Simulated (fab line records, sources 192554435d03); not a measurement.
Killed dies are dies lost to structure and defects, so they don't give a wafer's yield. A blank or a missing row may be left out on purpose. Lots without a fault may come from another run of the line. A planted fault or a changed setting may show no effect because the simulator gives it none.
Which tool did it? | flow n5_finfet | 14 lots, 41 wafers sampled, at 1 step of a route of 1938

WHAT THE GAUGES READ, wafer by wafer
N5_BEOL_M1_OVL_MEAS_12. Usual: M1_OVL 0.1 nm, standard deviation 0.63.
lot  | measured     | on         | M1_OVL (nm)    | flag
L536 | day 6 01:18  | overlay-01 | -0.8 -0.7 -1.6 |
L537 | day 6 10:26  | overlay-02 | 0.8 0.7 0.7    |
L538 | day 6 14:16  | overlay-01 | 1.3 1.0 0.9    |
L539 | day 6 22:20  | overlay-02 | -1.0 -0.2 -0.7 |
L543 | day 7 17:47  | overlay-02 | -0.4 0.7       |
L545 | day 8 07:37  | overlay-02 | -0.4 0.2 -0.6  |
L544 | day 8 09:02  | overlay-01 | -0.7 -0.5 -0.2 |
L547 | day 8 22:50  | overlay-01 | 0.1 1.1 0.1    |
L551 | day 10 00:02 | overlay-02 | -0.1 0.1 -1.3  |
L552 | day 10 02:17 | overlay-01 | 0.3 1.0 1.2    |
L553 | day 10 05:37 | overlay-02 | -0.7 -0.3 0.0  |
L557 | day 11 12:40 | overlay-02 | 0.3 0.4 1.1    |
L558 | day 11 16:27 | overlay-01 | 0.0 0.0 0.8    |
L559 | day 12 01:52 | overlay-01 | 0.2 0.4 -1.1   |

WHICH TOOL RAN EACH LOT (tool, then ch and the chambers of the sampled wafers, then the start)
The record holds no process step before these readings.

WHAT THE TOOLS THEMSELVES READ (means of the sampled wafers that have a number; where no wafer has one, the mark that the record gives instead)
The record holds no such reading with a usual standard deviation.

THE ANSWER, worked out from the rows above alone
Rule: a lot is off if the mean of its wafers that have a number lies more than 3 standard deviations from the usual mean. A lot without any number at a reading at which 4 lots or more have one is off too. The other lots that the step has rows for count as sound. The gauges are gone through in route order, then the tools' own readings, and for those a lot's mean is taken as printed above. The first step at which some lot is off is used, and at that step the reading that is off furthest; a lot without a number counts as furthest.
No lot is off at any reading shown: from this, nothing can be told.

WHAT THE SIMULATOR HAD PUT IN
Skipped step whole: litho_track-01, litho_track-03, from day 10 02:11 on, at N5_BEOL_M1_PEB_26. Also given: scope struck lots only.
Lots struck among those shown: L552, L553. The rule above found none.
